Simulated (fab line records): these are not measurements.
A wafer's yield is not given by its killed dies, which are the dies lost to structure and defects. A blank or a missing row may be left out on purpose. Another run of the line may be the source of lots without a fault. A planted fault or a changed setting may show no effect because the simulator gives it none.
fab line records ; flow n5Finfet
record lots=9; wafers=27; lastDay=16
route steps=1938 shown SD_EPI_N@271 SD_EPI_P@301 BEOL_M4@1111 PASSIVATION@1936
lots untouched by any fault: they come from a run of this same line in which no faults occurred
startH: the number of hours between the record's first day and the start of the first shown wafer of the lot ; waitH: time in hours since the lot's previous step ; " unchanged from the row above ; L1.1+2: several wafers, shown together as one row ; - no value, or no start given ; * or withheld: withheld ; < > ~ a bound
route shown NAME@n: names a module that has steps shown in the file, with the first one's number in the route ; usual: mean and standard deviation over wafers with no fault ; same: alike in all rows ; chamber/n: place in a boat ; sites: each site's reading ; _std_site: standard deviation across them ; _edge_site: mean of outer sites minus mean of inner sites ; radiusMm: for every site, how far away it sits from the centre of the wafer ; mask NAME#n: copy n ; behind: the tool/chamber that last shaped the wafer ; hold: reason for holding the lot/hours on hold/outcome of the hold ; device: names the non-switching transistor (n, p or np) ; end of line: at the end of the route, the tests of the same wafers ; where a step has no rows: the recipe by itself ; killed: the dies lost at the first sort to structure and to defects; this is not the yield of the wafer ; map: shows each die of a wafer: x if killed, . if not, _ if none is there
set.NAME: the setting the step ran with; set.NAME@STEP: the setting that earlier step ran with ; model.NAME: the simulator's own value behind a step, which no gauge read
the route's steps for a sample of lots (tables are steps, rows are wafers)
services: the hour from which a tool's chamber was out of use, counted from the record's first day as startH (under 0 if before that day), plus the number of hours and why
## steps
# step N5_SD_EPI_N_OVL_MEAS_10
# recipe pointsPerWafer=44
# usual SD_N_BLK_OVL=-0.3/0.67
lot.wafer;tool;chamber;startH;waitH;SD_N_BLK_OVL[nm]
L925.1;overlay-02;0;50.82;0.0;-0.8
L925.2;overlay-02;0;50.82;0.0;0.2
L925.6;overlay-02;0;50.82;0.0;0.3
L927.1;overlay-01;0;60.79;0.0;0.4
L927.2;overlay-01;0;60.79;0.0;0.2
L927.4;overlay-01;0;60.79;0.0;0.4
L930.2;overlay-01;0;77.95;0.0;-0.4
L930.4;overlay-01;0;77.95;0.0;0.7
L930.5;overlay-01;0;77.95;0.0;0.3
L935.2;overlay-01;0;107.67;0.0;-0.1
L935.3;overlay-01;0;107.67;0.0;0.2
L935.6;overlay-01;0;107.67;0.0;0.9
L938.1;overlay-02;0;126.90;0.0;-0.6
L938.3;overlay-02;0;126.90;0.0;1.1
L938.5;overlay-02;0;126.90;0.0;0.2
L940.1;overlay-01;0;138.60;0.0;-0.9
L940.2;overlay-01;0;138.60;0.0;0.3
L940.5;overlay-01;0;138.60;0.0;-0.6
L941.3;overlay-02;0;143.61;0.0;0.3
L941.5;overlay-02;0;143.61;0.0;0.2
L941.6;overlay-02;0;143.61;0.0;0.0
L942.2;overlay-01;0;150.25;0.0;-0.9
L942.4;overlay-01;0;150.25;0.0;1.5
L942.5;overlay-01;0;150.25;0.0;-1.0
L946.3;overlay-02;0;175.01;0.0;-1.6
L946.4;overlay-02;0;175.01;0.0;-1.2
L946.5;overlay-02;0;175.01;0.0;-0.4
# step N5_SD_EPI_N_ETCH_34
# recipe chemistry=CF4; target=SiARC; targetDepthA=455; maskMaterial=CAR-ArF-block; timeS=75.8; ionEnergyEv=80; pressureMtorr=40; sourceW=545; biasW=36; Ar_flow_sccm=100; cf4FlowSccm=100; ends=cleared
# usual biasW=36.01/0.11; chamberPressureMTorr=40.00/0.038; drypumpMotorCurrentA=5.8/0.38; etchRfOnTimeS=75.9/1.2; mfcArSccm=100.0/0.31; oesProductAu=0.66/0.079; rfVppV=183.6/0.98; showerheadPlenumPTorr=2.11/0.053; throttleValvePct=15.69/0.25
lot.wafer;tool;chamber;startH;waitH;biasW;chamberPressureMTorr;drypumpMotorCurrentA;etchRfOnTimeS;mfcArSccm;oesProductAu;rfHoursCounterH;rfVppV;showerheadPlenumPTorr;throttleValvePct
L925.1;rieDiel-05;2;50.92;0.0;36.06;40.04;6.2;75.5;99.6;0.61;212;184.4;2.21;15.93
L925.2;rieDiel-05;0;50.92;0.0;35.98;39.99;5.6;74.5;100.5;0.79;18;184.9;2.10;15.37
L925.6;rieDiel-05;0;50.92;0.0;35.96;40.00;5.6;74.2;100.6;0.79;-;183.5;2.10;15.33
L927.1;rieDiel-06;1;60.88;0.0;36.09;39.98;6.0;75.5;100.2;0.67;125;184.7;2.15;15.72
L927.2;rieDiel-06;0;60.88;0.0;35.84;39.95;5.8;76.4;100.7;0.58;237;182.9;2.11;15.91
L927.4;rieDiel-06;3;60.88;0.0;36.03;40.05;6.2;75.0;100.0;0.68;127;183.8;2.07;15.64
L930.2;rieDiel-02;0;78.04;0.0;36.07;39.96;5.9;78.3;100.3;0.62;177;184.1;2.04;15.70
L930.4;rieDiel-02;3;78.04;0.0;35.98;40.00;6.1;75.3;100.0;0.63;164;183.8;2.06;16.12
L930.5;rieDiel-02;0;78.04;0.0;36.09;39.95;5.9;78.1;100.1;0.62;-;182.8;2.04;15.72
L935.2;rieDiel-05;2;107.84;0.0;36.05;40.00;6.2;75.3;100.2;0.60;232;184.8;2.20;15.99
L935.3;rieDiel-05;1;107.84;0.0;36.13;39.97;5.1;76.4;100.1;0.58;249;184.0;2.10;15.75
L935.6;rieDiel-05;1;107.84;0.0;36.07;39.99;5.1;76.9;100.2;0.57;-;183.0;2.10;15.76
L938.1;rieDiel-06;2;126.99;0.0;36.22;39.96;5.9;76.0;100.1;0.59;251;184.6;2.11;15.60
L938.3;rieDiel-06;1;126.99;0.0;35.96;39.97;6.0;75.4;99.5;0.65;147;183.9;2.14;15.76
L938.5;rieDiel-06;3;126.99;0.0;36.09;40.09;6.2;75.8;100.0;0.66;-;183.7;2.07;15.68
L940.1;rieDiel-02;0;138.75;0.0;35.98;40.00;5.9;78.6;100.0;0.60;198;182.6;2.04;15.76
L940.2;rieDiel-02;1;138.75;0.0;35.98;39.97;5.0;76.4;99.6;0.63;171;184.1;2.06;15.64
L940.5;rieDiel-02;1;138.75;0.0;35.98;39.99;5.0;76.1;99.9;0.63;-;183.1;2.06;15.63
L941.3;rieDiel-02;0;143.83;0.0;36.04;39.97;5.9;79.3;100.0;0.60;201;182.3;2.03;15.76
L941.5;rieDiel-02;1;143.83;0.0;36.15;40.01;5.0;76.9;100.0;0.63;-;182.1;2.06;15.64
L941.6;rieDiel-02;0;143.83;0.0;36.06;39.95;5.9;79.3;99.9;0.60;-;181.7;2.03;15.74
L942.2;rieDiel-06;0;150.44;0.0;36.14;39.95;5.8;75.6;99.7;0.82;9;183.7;2.11;15.45
L942.4;rieDiel-06;0;150.44;0.0;36.07;40.01;5.8;74.4;99.8;0.83;-;183.0;2.11;15.45
L942.5;rieDiel-06;1;150.44;0.0;36.04;39.98;6.0;76.5;100.2;0.64;-;184.9;2.14;15.77
L946.3;rieDiel-06;0;175.12;0.0;35.86;39.98;5.8;75.2;100.1;0.80;21;182.3;2.10;15.48
L946.4;rieDiel-06;1;175.12;0.0;36.01;40.02;6.0;76.4;99.8;0.63;169;183.5;2.13;15.80
L946.5;rieDiel-06;2;175.12;0.0;36.13;39.99;5.9;74.4;99.7;0.83;-;184.0;2.11;15.14
# step N5_SD_EPI_P_PEB_07
# recipe pebTempC=110; pebTimeS=60; resist=CAR-ArF-block
# usual heaterPowerTotalW=175.3/1.7; plateTempC=110.01/0.15
lot.wafer;tool;chamber;startH;waitH;heaterPowerTotalW;plateTempC
L925.1;lithoTrack-01;0;55.04;0.1;173.0;110.09
L925.2;lithoTrack-01;0;55.04;0.1;173.2;109.94
L925.6;lithoTrack-01;0;55.04;0.1;174.3;109.86
L927.1;lithoTrack-04;0;65.30;0.1;177.5;110.12
L927.2;lithoTrack-04;0;65.30;0.1;173.0;109.82
L927.4;lithoTrack-04;0;65.30;0.1;175.5;109.73
L930.2;lithoTrack-04;0;82.45;0.0;177.4;109.83
L930.4;lithoTrack-04;0;82.45;0.0;176.2;109.78
L930.5;lithoTrack-04;0;82.45;0.0;176.8;110.13
L935.2;lithoTrack-04;0;111.97;0.0;173.1;109.98
L935.3;lithoTrack-04;0;111.97;0.0;176.2;110.08
L935.6;lithoTrack-04;0;111.97;0.0;174.4;109.96
L938.1;lithoTrack-01;0;131.28;0.1;174.3;110.12
L938.3;lithoTrack-01;0;131.28;0.1;175.1;110.12
L938.5;lithoTrack-01;0;131.28;0.1;173.1;109.98
L940.1;lithoTrack-05;0;142.89;0.1;176.8;110.14
L940.2;lithoTrack-05;0;142.89;0.1;172.9;110.10
L940.5;lithoTrack-05;0;142.89;0.1;177.5;110.01
L941.3;lithoTrack-04;0;148.09;0.0;228.0;-
L941.5;lithoTrack-04;0;148.09;0.0;221.6;-
L941.6;lithoTrack-04;0;148.09;0.0;227.7;-
L942.2;lithoTrack-04;0;155.08;0.0;222.9;-
L942.4;lithoTrack-04;0;155.08;0.0;226.5;-
L942.5;lithoTrack-04;0;155.08;0.0;222.0;-
L946.3;lithoTrack-05;0;180.10;0.0;172.9;110.08
L946.4;lithoTrack-05;0;180.10;0.0;173.0;109.93
L946.5;lithoTrack-05;0;180.10;0.0;173.8;110.17
# step N5_SD_EPI_P_CD_MEAS_09
# recipe targetCdNm=240; landingEnergyEv=500; detector=seInlens
# usual cdNm=240.3/0.76
lot.wafer;tool;chamber;startH;waitH;cdNm
L925.1;cdSem-01;0;55.10;-;240.0
L925.2;cdSem-01;0;55.10;-;240.5
L925.6;cdSem-01;0;55.10;-;240.5
L927.1;cdSem-01;0;65.36;-;239.8
L927.2;cdSem-01;0;65.36;-;240.2
L927.4;cdSem-01;0;65.36;-;239.9
L930.2;cdSem-03;0;82.51;-;240.2
L930.4;cdSem-03;0;82.51;-;239.3
L930.5;cdSem-03;0;82.51;-;240.2
L935.2;cdSem-03;0;112.03;-;240.7
L935.3;cdSem-03;0;112.03;-;241.2
L935.6;cdSem-03;0;112.03;-;240.6
L938.1;cdSem-03;0;131.35;-;239.3
L938.3;cdSem-03;0;131.35;-;239.3
L938.5;cdSem-03;0;131.35;-;240.1
L940.1;cdSem-02;0;142.96;-;240.0
L940.2;cdSem-02;0;142.96;-;239.8
L940.5;cdSem-02;0;142.96;-;239.3
L941.3;cdSem-03;0;148.15;-;225.0
L941.5;cdSem-03;0;148.15;-;224.0
L941.6;cdSem-03;0;148.15;-;225.0
L942.2;cdSem-02;0;155.15;-;224.6
L942.4;cdSem-02;0;155.15;-;224.9
L942.5;cdSem-02;0;155.15;-;224.9
L946.3;cdSem-03;0;180.17;-;240.8
L946.4;cdSem-03;0;180.17;-;241.4
L946.5;cdSem-03;0;180.17;-;241.0
# step N5_SD_EPI_P_INSPECT_11
# recipe mode=adi; inspectInstrument=macro
# usual rawDefectCount=2.1/1.4
lot.wafer;tool;chamber;startH;waitH;rawDefectCount
L925.1;defectInspect-02;-;55.16;0.0;4
L925.2;defectInspect-02;-;55.16;0.0;3
L925.6;defectInspect-02;-;55.16;0.0;1
L927.1;defectInspect-01;-;65.42;0.0;3
L927.2;defectInspect-01;-;65.42;0.0;4
L927.4;defectInspect-01;-;65.42;0.0;5
L930.2;defectInspect-02;-;82.57;0.0;1
L930.4;defectInspect-02;-;82.57;0.0;3
L930.5;defectInspect-02;-;82.57;0.0;2
L935.2;defectInspect-01;-;112.09;0.0;1
L935.3;defectInspect-01;-;112.09;0.0;3
L935.6;defectInspect-01;-;112.09;0.0;2
L938.1;defectInspect-01;-;131.40;0.0;2
L938.3;defectInspect-01;-;131.40;0.0;1
L938.5;defectInspect-01;-;131.40;0.0;3
L940.1;defectInspect-02;-;143.01;0.0;2
L940.2;defectInspect-02;-;143.01;0.0;1
L940.5;defectInspect-02;-;143.01;0.0;1
L941.3;defectInspect-01;-;148.21;0.0;4
L941.5;defectInspect-01;-;148.21;0.0;0
L941.6;defectInspect-01;-;148.21;0.0;3
L942.2;defectInspect-01;-;155.21;0.0;2
L942.4;defectInspect-01;-;155.21;0.0;2
L942.5;defectInspect-01;-;155.21;0.0;3
L946.3;defectInspect-02;-;180.22;0.0;1
L946.4;defectInspect-02;-;180.22;0.0;4
L946.5;defectInspect-02;-;180.22;0.0;2
# step N5_BEOL_M4_RC_MEAS_101
# usual DIBL_N=36.4/1.3; DIBL_P=36.5/1.7; IOFF_N=0.154/0.022; IOFF_P=0.202/0.025; ION_N=671/9.8; ION_P=460/6.8; SS_N=71.6/0.54; SS_P=73.4/0.58; VT_N=250.9/2.8; VT_P=-251.4/2.7
lot.wafer;tool;chamber;startH;waitH;DIBL_N[mV/V];DIBL_P[mV/V];IOFF_N[nA/um];IOFF_P[nA/um];ION_N[uA/um];ION_P[uA/um];SS_N[mV/dec];SS_P[mV/dec];VT_N[mV];VT_P[mV]
L925.1;prober-01;0;167.88;0.0;39.0;37.2;0.176;0.213;686;469;73.3;74.2;247.0;-251.2
L925.2;prober-01;0;167.88;0.0;39.4;37.7;0.183;0.222;683;461;72.5;74.1;247.6;-249.5
L925.6;prober-01;0;167.88;0.0;40.5;39.9;0.224;0.259;697;477;72.8;74.2;244.5;-250.8
L927.1;prober-02;0;175.60;0.0;37.7;38.0;0.170;0.216;667;457;71.6;74.3;249.1;-252.6
L927.2;prober-02;0;175.60;0.0;34.9;34.4;0.125;0.167;657;453;70.8;73.3;255.3;-256.2
L927.4;prober-02;0;175.60;0.0;37.6;37.3;0.170;0.201;672;456;71.3;74.2;251.2;-253.2
L930.2;prober-02;0;194.46;0.2;36.6;37.2;0.147;0.204;679;463;72.0;73.4;249.0;-249.7
L930.4;prober-02;0;194.46;0.2;36.0;36.3;0.145;0.201;694;469;71.6;72.9;250.9;-250.8
L930.5;prober-02;0;194.46;0.2;35.3;35.5;0.134;0.183;665;460;71.7;73.3;251.9;-252.3
L935.2;prober-01;0;220.87;0.2;37.0;36.6;0.162;0.231;680;472;71.5;73.0;248.9;-249.5
L935.3;prober-01;0;220.87;0.2;36.2;35.5;0.148;0.208;674;463;71.1;72.7;249.8;-251.7
L935.6;prober-01;0;220.87;0.2;35.5;34.2;0.134;0.188;671;462;71.2;71.7;249.6;-250.8
L938.1;prober-02;0;230.72;0.0;36.2;36.7;0.164;0.205;681;464;71.7;72.6;250.9;-250.8
L938.3;prober-02;0;230.72;0.0;35.1;35.4;0.143;0.187;671;459;71.8;72.5;252.5;-251.6
L938.5;prober-02;0;230.72;0.0;34.2;33.9;0.132;0.176;671;458;71.3;72.5;251.3;-253.4
L940.1;prober-01;0;261.24;0.0;37.2;35.4;0.176;0.210;665;452;72.6;73.9;250.9;-251.1
L940.2;prober-01;0;261.24;0.0;35.0;34.6;0.140;0.197;667;457;72.0;73.3;252.5;-249.8
L940.5;prober-01;0;261.24;0.0;36.2;35.3;0.156;0.205;663;456;71.8;73.6;250.5;-248.8
L941.3;prober-01;0;265.63;0.3;33.6;33.9;0.125;0.181;662;457;70.7;72.4;255.2;-250.4
L941.5;prober-01;0;265.63;0.3;34.6;35.4;0.136;0.197;671;463;71.0;73.3;252.1;-249.0
L941.6;prober-01;0;265.63;0.3;35.3;36.2;0.144;0.205;667;457;71.8;73.4;253.1;-250.7
L942.2;prober-01;0;268.42;0.2;34.8;34.5;0.125;0.172;655;449;71.9;72.9;256.1;-255.7
L942.4;prober-01;0;268.42;0.2;35.5;35.5;0.136;0.194;660;458;71.4;73.9;254.0;-254.8
L942.5;prober-01;0;268.42;0.2;36.8;36.3;0.145;0.209;659;458;71.2;73.0;250.3;-253.4
L946.3;prober-02;0;287.61;0.3;38.7;40.7;0.203;0.250;671;462;73.0;74.1;248.8;-248.9
L946.4;prober-02;0;287.61;0.3;37.7;40.3;0.184;0.238;675;457;72.1;74.4;249.9;-249.7
L946.5;prober-02;0;287.61;0.3;38.3;41.4;0.213;0.267;679;461;72.4;73.9;248.1;-247.8
# step N5_PASSIVATION_PROBE_49
# usual defectLimitedYield=91.1/1.3; killed_at_M0_to_M3=34/10; killed_at_M4_up=14/5.7; killedAtContacts=12/5.9; killedAtFrontEnd=41/12; killedAtOther=4/3.1; killedDies=105/15; killedOpen=69/11; killedShort=35/7.8; sort_bin_5_function=5.3/0.81; sort_bin_6_memory=3.3/0.75; sortNPass=1075/15; sortYieldPct=91.1/1.3
# same grossDies=1180; killedAtBackSide=0; sort_bin_4_leakage[%]=0; sort_bin_8_speed[%]=0
lot.wafer;tool;chamber;startH;waitH;defectLimitedYield[%];killed_at_M0_to_M3;killed_at_M4_up;killedAtContacts;killedAtFrontEnd;killedAtOther;killedDies;killedOpen;killedShort;sort_bin_5_function[%];sort_bin_6_memory[%];sortNPass;sortYieldPct[%]
L940.1;prober-02;-;368.49;0.4;91.3;38;20;9;36;0;103;66;37;5.6;3.0;1077;91.3
L942.2;prober-01;-;382.70;0.1;89.7;36;21;7;55;2;121;73;43;5.8;4.2;1059;89.7
L942.4;prober-01;-;382.80;0.2;91.7;32;16;6;39;5;98;57;40;5.3;2.5;1082;91.7
L942.5;prober-01;-;382.85;0.2;92.1;27;12;9;42;3;93;55;36;4.9;2.7;1087;92.1
# killed by level:class
L940.1 BEOL_M2:geometricParticle:open=11 BEOL_M4:geometricParticle:open=9 BEOL_M1:geometricParticle:open=8 BEOL_M0_SAQP:geometricParticle:open=7 FIN_SAQP:geometricParticle:short=6 MOL_CONTACT_COAG:geometricParticle:open=6 BEOL_M0_SAQP:geometricParticle:short=6 FIN_SAQP:geometricParticle:open=5
L942.2 FIN_SAQP:geometricParticle:open=19 BEOL_M0_SAQP:geometricParticle:short=14 FIN_SAQP:geometricParticle:short=11 BEOL_M0_SAQP:geometricParticle:open=11 BEOL_M4:geometricParticle:open=9 DUMMY_GATE:geometricParticle:open=6 MOL_CONTACT_COAG:geometricParticle:open=5 BEOL_M2:geometricParticle:open=5
L942.4 FIN_SAQP:geometricParticle:short=8 FIN_SAQP:geometricParticle:open=8 STI_FIN_REVEAL:geometricParticle:open=7 BEOL_M0_SAQP:geometricParticle:short=7 BEOL_M3:geometricParticle:open=6 BEOL_M0_SAQP:geometricParticle:open=5 BEOL_M2:geometricParticle:open=5 BEOL_M4:geometricParticle:open=5
L942.5 FIN_SAQP:geometricParticle:open=14 FIN_SAQP:geometricParticle:short=8 MOL_CONTACT_COAG:geometricParticle:open=8 GATE_CUT:geometricParticle:short=7 BEOL_M0_SAQP:geometricParticle:open=5 BEOL_M0_SAQP:geometricParticle:short=5 BEOL_M1:geometricParticle:open=5 DUMMY_GATE:geometricParticle:open=4
## services
tool;chamber;startH;hours;kind
rieDiel-02;-;35.44;0.6;repair
rieDiel-02;0;38.20;4.3;repair
rieDiel-05;0;40.26;8.8;repair
rieDiel-05;0;67.15;3.7;repair
lithoTrack-04;-;68.97;-;consumableReplace:filter
rieDiel-02;2;90.82;4.3;repair
rieDiel-06;0;102.20;-;clean
rieDiel-06;0;102.20;-;consumableReplace:focusRing
rieDiel-06;0;102.20;26.8;scheduledDown
rieDiel-06;0;102.20;26.8;ventCycle
rieDiel-05;1;112.02;-;clean
rieDiel-05;1;112.02;-;consumableReplace:focusRing
rieDiel-05;1;112.02;15.9;scheduledDown
rieDiel-05;1;112.02;15.9;ventCycle
rieDiel-05;3;117.14;1.4;repair
rieDiel-06;2;129.03;-;clean
rieDiel-06;2;129.03;-;consumableReplace:focusRing
rieDiel-06;2;129.03;18.5;scheduledDown
rieDiel-06;2;129.03;18.5;ventCycle
rieDiel-05;2;154.21;-;clean
rieDiel-05;2;154.21;-;consumableReplace:focusRing
rieDiel-05;2;154.21;16.2;scheduledDown
rieDiel-05;0;158.30;8.1;repair
lithoTrack-04;-;167.82;-;consumableReplace:filter
## key
firstSign step=N5_SD_EPI_P_PEB_07; reading=heaterPowerTotalW; direction=up; sigmas=29; usual=*; struck=*
effect step=N5_SD_EPI_P_CD_MEAS_09; reading=cdNm; direction=down; sigmas=20; usual=240.3; struck=224.7
metAt N5_SD_EPI_P_PEB_07
struckLots L941,L942
notActingAt N5_SD_EPI_N_OVL_MEAS_10,N5_SD_EPI_N_ETCH_34,N5_SD_EPI_P_INSPECT_11
onsetBetween 111.97 148.09
fault kind=processParameterDrift; tool=lithoTrack-04; chamber=-; onsetH=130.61; steps=N5_SD_EPI_P_PEB_07; channel=pebTimeS; offset=*; shape=step; endH=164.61; actsIn=*; stated=*
